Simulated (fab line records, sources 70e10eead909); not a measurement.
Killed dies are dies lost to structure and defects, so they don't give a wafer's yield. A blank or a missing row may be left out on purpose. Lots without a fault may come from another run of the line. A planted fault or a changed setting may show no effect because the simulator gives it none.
Tool commonality check | flow nand_harc | 13 lots, 48 wafers sampled

WHY IT WAS OPENED
At NHARC_P_GATE_INSPECT_28 the reading raw_defect_count is flagged on 3 of 13 lots. Wafers without a fault read 6.4, standard deviation 2.7.
Rule: a lot is flagged when every wafer of it that has a number lies more than 4 standard deviations from that mean, or none has a number. The other lots count as sound.

lot  | measured     | on                | raw_defect_count, wafer by wafer | flag
L858 | day 4 11:05  | defect_inspect-02 | 12 10 10                         |
L861 | day 5 13:12  | defect_inspect-01 | 6 4 2                            |
L863 | day 6 01:23  | defect_inspect-01 | 6 7 7                            |
L864 | day 6 06:58  | defect_inspect-02 | 6 6 7                            |
L866 | day 6 20:38  | defect_inspect-02 | 1 8 7                            |
L868 | day 7 05:27  | defect_inspect-01 | 6 6 15                           |
L873 | day 8 10:46  | defect_inspect-01 | 9 8 11                           |
L874 | day 8 21:25  | defect_inspect-01 | 1271 1308 1278 1271 1331 1284    | FLAGGED
L876 | day 8 22:06  | defect_inspect-02 | 1342 1322 1298 1350 1333 1322    | FLAGGED
L875 | day 8 22:35  | defect_inspect-01 | 1285 1214 1233 1297 1213 1238    | FLAGGED
L879 | day 10 02:07 | defect_inspect-02 | 8 3 9                            |
L881 | day 10 02:16 | defect_inspect-01 | 6 5 3                            |
L880 | day 10 02:38 | defect_inspect-01 | 10 3 6                           |
The numbers of the flagged lots are 1288.3 on average: +1281.9 against the usual, or +99 or more standard deviations.

WHICH TOOL RAN EACH LOT
The record holds 2 process steps before the reading, out of a route of 1159 steps. In each cell: the tool, then ch and the chambers that the sampled wafers went through, then the start.
lot  | flag    | NHARC_P_STI_DESCUM_14             | NHARC_P_GATE_OXIDE_16
L858 |         | rie_diel-01 ch 0,2, day 2 08:53   | furnace-07 ch 0, day 3 23:31
L861 |         | rie_diel-01 ch 0,2,3, day 3 07:57 | furnace-05 ch 0, day 5 03:05
L863 |         | rie_diel-01 ch 1,2,3, day 3 16:58 | furnace-01 ch 0, day 5 13:53
L864 |         | rie_diel-08 ch 1,3, day 3 23:07   | furnace-05 ch 0, day 5 20:41
L866 |         | rie_diel-01 ch 0,1,2, day 4 12:29 | furnace-01 ch 0, day 6 07:18
L868 |         | rie_diel-01 ch 1,2, day 5 00:07   | furnace-07 ch 0, day 6 19:08
L873 |         | rie_diel-03 ch 0,1, day 6 06:17   | furnace-01 ch 0, day 7 22:36
L874 | FLAGGED | rie_diel-01 ch 0,1,2, day 6 11:55 | furnace-07 ch 0, day 8 09:10
L876 | FLAGGED | rie_diel-03 ch 0,2,3, day 6 23:25 | furnace-07 ch 0, day 8 09:10
L875 | FLAGGED | rie_diel-03 ch 1,3, day 6 18:24   | furnace-07 ch 0, day 8 09:10
L879 |         | rie_diel-08 ch 0,2, day 7 16:52   | furnace-01 ch 0, day 9 15:46
L881 |         | rie_diel-01 ch 0,2, day 8 01:39   | furnace-01 ch 0, day 9 15:46
L880 |         | rie_diel-08 ch 0,2,3, day 8 01:29 | furnace-01 ch 0, day 9 15:46
What these steps do:
- NHARC_P_STI_DESCUM_14: chemistry O2, time 3 s.
- NHARC_P_GATE_OXIDE_16: material SiO2, target thk 3 nm, ox time 392 s.
- NHARC_P_GATE_INSPECT_28

FLAGGED OVER TOTAL, TOOL BY TOOL (the gauges that took the reading come last)
step                    | tool              | lots run | flagged | share of the flagged lots | sound lots run after its first flagged lot
NHARC_P_STI_DESCUM_14   | rie_diel-01       | 7        | 1       | some                      | 1 (L881)
NHARC_P_STI_DESCUM_14   | rie_diel-03       | 3        | 2       | some                      | 0
NHARC_P_STI_DESCUM_14   | rie_diel-08       | 3        | 0       | none                      | -
NHARC_P_GATE_OXIDE_16   | furnace-01        | 6        | 0       | none                      | -
NHARC_P_GATE_OXIDE_16   | furnace-05        | 2        | 0       | none                      | -
NHARC_P_GATE_OXIDE_16   | furnace-07        | 5        | 3       | all                       | 0
NHARC_P_GATE_INSPECT_28 | defect_inspect-01 | 8        | 2       | some                      | 2 (L881,L880)
NHARC_P_GATE_INSPECT_28 | defect_inspect-02 | 5        | 1       | some                      | 1 (L879)

WHAT THE TABLE ALLOWS
1 row of the table ran every flagged lot: furnace-07 at NHARC_P_GATE_OXIDE_16.
- furnace-07 at NHARC_P_GATE_OXIDE_16: 3 of its 5 lots flagged. Its last sound lot is L868 (day 6 19:08), its first flagged lot L874 (day 8 09:10): a fault that began between those two fits.
One tool is left: furnace-07 at NHARC_P_GATE_OXIDE_16.

WHAT THE SIMULATOR HAD PUT IN
Chamber particle source: furnace-07, from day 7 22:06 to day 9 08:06, at NHARC_P_GATE_OXIDE_16. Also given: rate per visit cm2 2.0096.
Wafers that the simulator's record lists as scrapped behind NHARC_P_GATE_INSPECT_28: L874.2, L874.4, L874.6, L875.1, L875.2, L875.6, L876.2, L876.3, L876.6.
Lots struck among those shown: L874, L876, L875. The rule above found the same.
